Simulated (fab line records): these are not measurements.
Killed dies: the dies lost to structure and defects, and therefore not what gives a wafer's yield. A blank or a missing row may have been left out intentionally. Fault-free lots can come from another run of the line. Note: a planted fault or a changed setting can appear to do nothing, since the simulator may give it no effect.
Chamber matching || flow nand-harc || rie-diel-06 running NHARC_P_BONDPAD_STRIP_15: 4 sister chambers
The step strips in O2. 4 wafers are shown with their chamber, then 8 later ones without.

WAFERS PAIRED WITH THEIR CHAMBERS
{"wafer": "L080.1", "chamber": 2, "showerhead-plenum-p-Torr (Torr)": 3.71}
{"wafer": "L081.4", "chamber": 0, "showerhead-plenum-p-Torr (Torr)": 3.43}
{"wafer": "L081.6", "chamber": 3, "showerhead-plenum-p-Torr (Torr)": 3.35}
{"wafer": "L088.2", "chamber": 1, "showerhead-plenum-p-Torr (Torr)": 3.53}

WAFERS WITH NO CHAMBER GIVEN
{"wafer": "L088.4", "showerhead-plenum-p-Torr (Torr)": 3.43}
{"wafer": "L088.5", "showerhead-plenum-p-Torr (Torr)": 3.43}
{"wafer": "L093.2", "showerhead-plenum-p-Torr (Torr)": 3.53}
{"wafer": "L093.3", "showerhead-plenum-p-Torr (Torr)": 3.70}
{"wafer": "L093.4", "showerhead-plenum-p-Torr (Torr)": 3.43}
{"wafer": "L096.1", "showerhead-plenum-p-Torr (Torr)": 3.43}
{"wafer": "L096.2", "showerhead-plenum-p-Torr (Torr)": 3.53}
{"wafer": "L096.4", "showerhead-plenum-p-Torr (Torr)": 3.70}

CHAMBER TAKEN BY EACH
{"wafer": "L088.4", "from the rows above": 0, "in truth": 0}
{"wafer": "L088.5", "from the rows above": 0, "in truth": 0}
{"wafer": "L093.2", "from the rows above": 1, "in truth": 1}
{"wafer": "L093.3", "from the rows above": 2, "in truth": 2}
{"wafer": "L093.4", "from the rows above": 0, "in truth": 0}
{"wafer": "L096.1", "from the rows above": 0, "in truth": 0}
{"wafer": "L096.2", "from the rows above": 1, "in truth": 1}
{"wafer": "L096.4", "from the rows above": 2, "in truth": 2}
8 of 8 placed correctly. From these rows, 0 cannot be placed. Wrongly placed: 0.
How it was worked out, from the rows above alone: a wafer's distance from a chamber is the root of the sum, over the readings, of the square of ((its reading less the chamber's mean) divided by the reading's scatter). The wafer belongs to the nearest chamber; if the next one is less than 2 further off, it can't be placed. A chamber's mean is the mean of its shown wafers. The scatter: root of mean squared gap, hidden wafer to nearest shown wafer, with one shown wafer a chamber.
